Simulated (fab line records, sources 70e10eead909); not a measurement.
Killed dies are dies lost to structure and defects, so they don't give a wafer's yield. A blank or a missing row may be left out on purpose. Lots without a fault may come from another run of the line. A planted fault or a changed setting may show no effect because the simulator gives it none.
Which tool did it? | flow nand_harc | 15 lots, 42 wafers sampled, at 5 steps of a route of 1302

WHAT THE GAUGES READ, wafer by wafer
NHARC_A_ONON_D1_THK_MEAS_18: measures by ellipsometry.
lot  | measured     | on            | thk_nm (nm)
L334 | day 7 23:25  | film_metro-01 | 993 994 993
L335 | day 8 18:11  | film_metro-02 | 1000 1002 1001
L341 | day 11 01:26 | film_metro-01 | 1002 1003
L342 | day 11 11:53 | film_metro-02 | 998 999
L345 | day 12 08:19 | film_metro-02 | 1002 1003
L347 | day 13 17:41 | film_metro-02 | 985 985 986
L348 | day 14 09:40 | film_metro-02 | 1010 1010 1008
L349 | day 15 03:17 | film_metro-02 | 980 979 979
L350 | day 15 03:17 | film_metro-01 | 1004 1006 1006
L351 | day 15 07:53 | film_metro-01 | 1013 1014 1012
L353 | day 15 21:19 | film_metro-02 | 1000 1003 1001
L352 | day 15 21:19 | film_metro-01 | 1007 1004 1006
L354 | day 16 13:57 | film_metro-02 | 982 982 981
L355 | day 17 05:27 | film_metro-01 | 992 994 993
L356 | day 17 05:31 | film_metro-02 | 1003 1003 1004

NHARC_A_ONON_D1_THK_MEAS_27: measures by ellipsometry.
lot  | measured     | on            | thk_nm (nm)
L334 | day 8 01:08  | film_metro-02 | 999 998 1002
L335 | day 8 19:53  | film_metro-01 | 995 994 994
L341 | day 11 03:07 | film_metro-02 | 875 998
L342 | day 11 13:35 | film_metro-02 | 886 887
L345 | day 12 10:09 | film_metro-01 | 1001 882
L347 | day 13 19:23 | film_metro-02 | 988 989 987
L348 | day 14 11:22 | film_metro-02 | 997 995 995
L349 | day 15 04:59 | film_metro-01 | 988 989 989
L350 | day 15 04:59 | film_metro-02 | 1014 1016 1014
L351 | day 15 09:35 | film_metro-02 | 1008 1008 1007
L353 | day 15 23:04 | film_metro-01 | 1009 1009 1010
L352 | day 15 23:01 | film_metro-02 | 996 997 995
L354 | day 16 15:40 | film_metro-01 | 995 995 995
L355 | day 17 07:08 | film_metro-02 | 997 998 999
L356 | day 17 07:16 | film_metro-02 | 992 991 992

NHARC_A_CHANNEL_HOLE_D1_CD_MEAS_10: target cd 100 nm.
lot  | measured     | on        | cd_nm (nm)
L334 | day 8 07:40  | cd_sem-03 | 100.5 99.6 98.8
L335 | day 9 03:36  | cd_sem-03 | 99.7 99.1 98.9
L341 | day 11 07:20 | cd_sem-02 | 99.8
L345 | day 12 16:57 | cd_sem-01 | 99.2
L347 | day 14 05:57 | cd_sem-03 | 99.0 98.7 100.5
L348 | day 14 15:11 | cd_sem-01 | 99.1 99.3 100.3
L349 | day 15 11:12 | cd_sem-03 | 99.4 98.6 99.8
L350 | day 15 10:59 | cd_sem-03 | 99.0 99.9 100.1
L351 | day 15 13:25 | cd_sem-03 | 98.7 98.2 98.7
L353 | day 16 03:32 | cd_sem-01 | 100.0 99.9 100.0
L352 | day 16 02:50 | cd_sem-02 | 100.7 99.5 100.1
L354 | day 16 19:43 | cd_sem-03 | 99.3 99.1 99.6
L355 | day 17 13:42 | cd_sem-03 | 99.4 99.7 100.7
L356 | day 17 14:16 | cd_sem-02 | 99.4 100.4 100.9

WHICH TOOL RAN EACH LOT (tool, then ch and the chambers of the sampled wafers, then the start)
lot  | NHARC_A_ZERO_WELL_ETCH_13        | NHARC_A_ONON_D1_DEP_25
L334 | rie_si-04 ch 0,1,3, day 6 18:17  | pecvd_onon-02 ch 0, day 8 00:37
L335 | rie_si-01 ch 1,3, day 7 10:07    | pecvd_onon-04 ch 0, day 8 19:22
L341 | rie_si-01 ch 0,1, day 9 14:43    | pecvd_onon-04 ch 0, day 11 02:50
L342 | rie_si-04 ch 0,2, day 10 02:59   | pecvd_onon-04 ch 0, day 11 13:11
L345 | rie_si-06 ch 1,2, day 11 03:13   | pecvd_onon-04 ch 0, day 12 09:41
L347 | rie_si-06 ch 0,3, day 12 03:40   | pecvd_onon-02 ch 0, day 13 18:52
L348 | rie_si-04 ch 0,1,2, day 12 17:29 | pecvd_onon-02 ch 0, day 14 10:51
L349 | rie_si-04 ch 0,1,3, day 13 13:31 | pecvd_onon-04 ch 0, day 15 04:28
L350 | rie_si-01 ch 1,2, day 13 14:47   | pecvd_onon-01 ch 0, day 15 04:28
L351 | rie_si-01 ch 0,1, day 13 23:10   | pecvd_onon-04 ch 0, day 15 09:14
L353 | rie_si-06 ch 0,1, day 14 12:57   | pecvd_onon-01 ch 0, day 15 22:36
L352 | rie_si-04 ch 0,3, day 14 14:13   | pecvd_onon-04 ch 0, day 15 22:31
L354 | rie_si-06 ch 2,3, day 15 04:37   | pecvd_onon-04 ch 0, day 16 15:12
L355 | rie_si-06 ch 0,1,3, day 15 19:52 | pecvd_onon-01 ch 0, day 17 06:38
L356 | rie_si-04 ch 2,3, day 15 23:21   | pecvd_onon-02 ch 0, day 17 06:46
- NHARC_A_ZERO_WELL_ETCH_13: etches the open film in HBr/Cl2, target depth 120 nm, time 40.1 s.
- NHARC_A_ONON_D1_DEP_25: target thk 1000 nm.

WHAT THE TOOLS THEMSELVES READ (means of the sampled wafers that have a number; where no wafer has one, the mark that the record gives instead)
NHARC_A_ZERO_WELL_ETCH_13.
lot  | tool      | drypump_motor_current_A (A) | oes_product_au (a.u.) | throttle_valve_pct (%)
L334 | rie_si-04 | 6.0                         | 0.997                 | 26.416
L335 | rie_si-01 | 5.7                         | 1.007                 | 26.409
L341 | rie_si-01 | 5.5                         | 1.009                 | 26.405
L342 | rie_si-04 | 6.0                         | 1.010                 | 26.404
L345 | rie_si-06 | 5.8                         | 1.001                 | 26.410
L347 | rie_si-06 | 5.2                         | 0.992                 | 26.406
L348 | rie_si-04 | 6.1                         | 1.011                 | 26.409
L349 | rie_si-04 | 6.0                         | 1.006                 | 26.400
L350 | rie_si-01 | 5.3                         | 1.017                 | 26.412
L351 | rie_si-01 | 5.5                         | 1.018                 | 26.412
L353 | rie_si-06 | 5.6                         | 1.010                 | 26.408
L352 | rie_si-04 | 5.7                         | 1.000                 | 26.393
L354 | rie_si-06 | 5.3                         | 0.988                 | 26.403
L355 | rie_si-06 | 5.5                         | 0.994                 | 26.404
L356 | rie_si-04 | 5.7                         | 0.998                 | 26.409

THE ANSWER, worked out from the rows above alone
Rule: what is usual is taken from the lots themselves. Put in order of their means at a reading, lots are off if they are a third of the lots or fewer, leave a main group of 4 or more, and stand apart from it by a gap of 3 or more times the standard deviation of the main group's means; of several such gaps the widest counts. A main group whose means are all the same, to the digits that the tables above print for the reading, isn't used. A lot without any number at a reading at which 4 lots or more have one is off too. The other lots that the step has rows for count as sound. The gauges are gone through in route order, then the tools' own readings, and for those a lot's mean is taken as printed above. The first step at which some lot is off is used, and at that step the reading that is off furthest; a lot without a number counts as furthest.
Off: L341, L342, L345, at NHARC_A_ONON_D1_THK_MEAS_27 (thk_nm). The main group: mean 998 nm, standard deviation 8.
A tool fits if, at a process step before that reading, it ran every lot that is off, and no sound lot after the first of them. The gauges at NHARC_A_ONON_D1_THK_MEAS_27 are tried like those tools. None of those tried fits.

WHAT THE SIMULATOR HAD PUT IN
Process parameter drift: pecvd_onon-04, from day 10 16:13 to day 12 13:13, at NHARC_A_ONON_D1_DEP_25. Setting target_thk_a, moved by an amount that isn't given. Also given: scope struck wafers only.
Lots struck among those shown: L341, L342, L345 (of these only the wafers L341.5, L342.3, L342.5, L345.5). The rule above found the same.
